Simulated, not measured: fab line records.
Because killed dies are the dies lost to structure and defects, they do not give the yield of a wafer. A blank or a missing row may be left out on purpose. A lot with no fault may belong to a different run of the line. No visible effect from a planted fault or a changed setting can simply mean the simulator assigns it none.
A struck lot beside a sound one	flow nand-harc	22 out of 1159 route steps
Sound: wafers L818.3, L818.4, L818.6. Struck: wafers L824.3, L824.4, L824.5. At the end, the cause is stated.
At each step with rows: each side's tool, then ch and its chambers, then its first start. Under that, the readings that differ: sound wafers	struck wafers	difference of the means	sigmas: that difference in standard deviations of wafers without a fault.
alike: readings whose means differ by less than 2 such deviations, and words and numbers that are the same on both sides. not compared: withheld readings, readings that some wafer has no value for, bounds like >300 that may hide the same value, and numbers for which the record gives no deviation and whose values overlap.
A row with sigmas, a row that says differs or no value, or rows on one side alone: a step with any of these is where the two part. Numbers that have no deviation but don't overlap get no sigmas and don't part them. A reading that every wafer of one side lacks parts them only if that side has two wafers or more.

NHARC_A_BLC_CVD_24: deposits W, target thk 150 nm, time 434 s.
  sound: cvd-w-02 ch 0,1; struck: cvd-w-01 ch 0,1
reading	sound	struck	difference	sigmas
throttle-valve-pct (%)	7.7 7.2 7.2	8.1 7.9 8.6	+0.8	+2
  alike: heater-power-w, mfc-h2-sccm
NHARC_A_BLC_CMP_25: polishes, t overpolish 30 s, target thk 150 nm.
  sound on cmp-01 ch 0,3, day 17 13:56; struck on cmp-03 ch 0,1,2, day 19 03:32
  alike: motor-current-A, overpolish-run-s, time-to-endpoint-s
after that, 1 step had no rows for these wafers: NHARC_A_BLC_SRD_27.
NHARC_A_BLC_INSPECT_28:
  struck on defect-inspect-02, day 19 03:57; sound on defect-inspect-01, day 17 14:20
  alike: raw-defect-count
then, 7 steps without rows for these wafers: NHARC_A_M0_DEP_00 (deposits SiOC, target thk 150 nm); NHARC_A_M0_DEHYDRATE_01 (time 120 s); NHARC_A_M0_HMDS_02 (time 30 s); NHARC_A_M0_COAT_33 (time 65 s); NHARC_A_M0_COAT_03 (resist thk 90 nm); NHARC_A_M0_SOFTBAKE_04 (time 55 s); NHARC_A_M0_EBR_05.
NHARC_A_M0_EXPOSE_06: exposes mask A M0, target cd 80 nm.
  sound on arfi-scanner-03 ch 0, day 17 14:59; struck on arfi-scanner-02 ch 0, day 19 04:35
reading	sound	struck	difference	sigmas
exposure-dose-mJ-cm2	83.27 83.30 83.32	114.45 114.57 114.50	+31.21	+99 or more
  alike: mask
then, 2 steps without rows for these wafers: NHARC_A_M0_PEB_07 (peb time 65 s); NHARC_A_M0_DEVELOP_08 (develop time 35 s).
NHARC_A_M0_CD_MEAS_09: target cd 80 nm.
  sound on cd-sem-01 ch 0, day 17 15:07; struck on cd-sem-01 ch 0, day 19 04:43
reading	sound	struck	difference	sigmas
cd-nm (nm)	79.7 79.7 80.2	101.8 100.9 101.2	+21.4	+44
NHARC_A_M0_OVL_MEAS_10: pitch 160 nm.
  struck on overlay-01, day 19 04:49; sound on overlay-01, day 17 15:12
reading	sound	struck	difference	sigmas
overlay-x-nm (nm)	-0.8 -1.3 -0.7	0.8 1.7 1.4	+2.2	+2
  alike: overlay-y-nm
NHARC_A_M0_INSPECT_11:
  struck on defect-inspect-02, day 19 04:51; sound on defect-inspect-02, day 17 15:14
  alike: raw-defect-count
NHARC_A_M0_DESCUM_14: chemistry O2, time 3 s.
  sound on rie-diel-10 ch 2,3, day 17 15:18; struck on rie-diel-10 ch 0,2, day 19 04:55
reading	sound	struck	difference	sigmas
model.A_M0.cd-nm (nm)	78.53 79.16 78.81	101 100.2 101.2	+22	
  alike: drypump-motor-current-A, oes-product-au, rf-vpp-V, showerhead-plenum-p-Torr, throttle-valve-pct
  not compared: rf-hours-counter-h
NHARC_A_M0_ETCH_34: etches the open film in N2/H2, target depth 40 nm, overetch 12 nm, time 43.94 s.
  sound on rie-diel-10 ch 1,2,3, day 17 15:23; struck on rie-diel-10 ch 0,2, day 19 05:01
  alike: drypump-motor-current-A, oes-product-au, rf-vpp-V, showerhead-plenum-p-Torr, throttle-valve-pct
  not compared: rf-hours-counter-h
NHARC_A_M0_ETCH_15: etches the open film in C4F8/Ar, target depth 150 nm, overetch 15 nm, time 82.5 s.
  sound: rie-diel-10 ch 0,3; struck: rie-diel-10 ch 0,1,2
reading	sound	struck	difference	sigmas
model.A_M0.cd-nm (nm)	78.75 79.13 78.97	100.6 100.1 101	+21.6	
  alike: oes-product-au, rf-vpp-V
  not compared: rf-hours-counter-h
NHARC_A_M0_CD_MEAS_16:
  struck on cd-sem-01, day 19 05:16; sound on cd-sem-03, day 17 15:36
reading	sound	struck	difference	sigmas
cd-nm (nm)	78.6 79.0 78.9	100.6 99.7 101.2	+21.7	+34
NHARC_END_SORT_01:
  the record has rows for the sound wafers here (prober-01 ch 0, day 19 13:44) and none for the struck ones

WHERE THEY PART
Earliest at NHARC_A_BLC_CVD_24; latest, in this record, at NHARC_END_SORT_01.

WHY: what had been put in by the simulator
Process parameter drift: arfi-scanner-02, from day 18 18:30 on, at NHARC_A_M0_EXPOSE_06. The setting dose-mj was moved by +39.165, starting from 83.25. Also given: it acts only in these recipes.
